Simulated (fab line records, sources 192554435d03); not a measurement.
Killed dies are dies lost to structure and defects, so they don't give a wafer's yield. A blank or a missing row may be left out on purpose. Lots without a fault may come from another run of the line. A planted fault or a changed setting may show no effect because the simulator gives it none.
One fault seen from 3 desks | flow n5_finfet | each desk has only its own numbers; what lay behind them comes last

THE DEFECT DESK
What the inspections along the route counted, lot by lot: means of the sampled wafers that have a number. A lot is out of limits, marked OUT, if its mean lies more than 4 standard deviations from the usual mean; the brackets give that distance.
Columns: A = raw_defect_count at N5_BEOL_M2_INSPECT_30, usual 456
lot  | first seen here | A
L593 | day 8 23:20     | 433
L592 | day 9 08:32     | 455
L597 | day 10 22:07    | 463
L600 | day 11 01:23    | 419
L602 | day 11 07:31    | 455
L605 | day 11 12:46    | 446
This desk's finding: nothing out of limits on any of the 6 lots.

THE METROLOGY DESK
What the gauges read, lot by lot, whatever tool the lot ran on: means of the sampled wafers that have a number. A lot is out of limits, marked OUT, if its mean lies more than 4 standard deviations from the usual mean; the brackets give that distance. Of its 12 readings 7 are shown: those that lie furthest out on some lot.
Columns: A = cd_nm at N5_BEOL_M2_CD_MEAS_28, usual 26.20 nm; B = V1_OVL at N5_BEOL_M2_OVL_MEAS_29, usual -0.1 nm; C = IOFF_P at N5_BEOL_M4_RC_MEAS_101, usual 0.21 nA/um; D = ION_P at N5_BEOL_M4_RC_MEAS_101, usual 459 uA/um; E = SS_N at N5_BEOL_M4_RC_MEAS_101, usual 71.5 mV/dec; F = SS_P at N5_BEOL_M4_RC_MEAS_101, usual 73.2 mV/dec; G = VT_P at N5_BEOL_M4_RC_MEAS_101, usual -250 mV
lot  | first seen here | A     | B    | C    | D   | E    | F    | G
L593 | day 8 23:14     | 26.21 | 0.1  | 0.22 | 467 | 71.9 | 73.4 | -248
L592 | day 9 08:27     | 26.07 | -0.3 | 0.19 | 451 | 71.9 | 72.9 | -254
L597 | day 10 22:01    | 26.09 | -0.3 | 0.21 | 455 | 72.0 | 73.2 | -252
L600 | day 11 01:18    | 26.10 | -0.0 | 0.20 | 463 | 70.9 | 73.6 | -250
L602 | day 11 07:25    | 26.51 | -0.1 | 0.24 | 465 | 70.8 | 73.5 | -247
L605 | day 11 12:41    | 26.07 | -1.1 | 0.17 | 448 | 71.6 | 72.6 | -257
This desk's finding: nothing out of limits on any of the 6 lots.

THE TOOL OWNER'S DESK: rie_diel-01
The tool's own readings at N5_BEOL_M2_ETCHBACK_99 (etches SiO2 in CHF3, target depth 5 nm, time 10.4 s): means of the sampled wafers that have a number, for each lot that ran on this tool. A lot is out of limits, marked OUT, if its mean lies more than 4 standard deviations from the usual mean; the brackets give that distance.
Columns: A = drypump_motor_current_A at N5_BEOL_M2_ETCHBACK_99, usual 5.6 A; B = oes_ar_750_au at N5_BEOL_M2_ETCHBACK_99, usual 0.76 a.u.; C = oes_product_au at N5_BEOL_M2_ETCHBACK_99, usual 0.76 a.u.; D = rf_vpp_V at N5_BEOL_M2_ETCHBACK_99, usual 241 V; E = showerhead_plenum_p_Torr at N5_BEOL_M2_ETCHBACK_99, usual 2.14 Torr; F = throttle_valve_pct at N5_BEOL_M2_ETCHBACK_99, usual 17.17 %
lot  | first seen here | A   | B    | C    | D   | E    | F
L593 | day 9 01:19     | 5.4 | 0.71 | 0.72 | 241 | 2.13 | 17.25
L592 | day 9 18:19     | 5.4 | 0.72 | 0.71 | 241 | 2.17 | 17.29
L597 | day 11 02:24    | 5.4 | 0.70 | 0.77 | 240 | 2.10 | 17.48
L602 | day 11 15:23    | 5.4 | 0.71 | 0.86 | 240 | 2.13 | 17.31
This desk's finding: nothing out of limits on any of the 4 lots.

PUT TOGETHER
The defect desk saw nothing out of limits.
The metrology desk saw nothing out of limits.
The tool owner's desk saw nothing out of limits.

WHAT THE SIMULATOR HAD PUT IN
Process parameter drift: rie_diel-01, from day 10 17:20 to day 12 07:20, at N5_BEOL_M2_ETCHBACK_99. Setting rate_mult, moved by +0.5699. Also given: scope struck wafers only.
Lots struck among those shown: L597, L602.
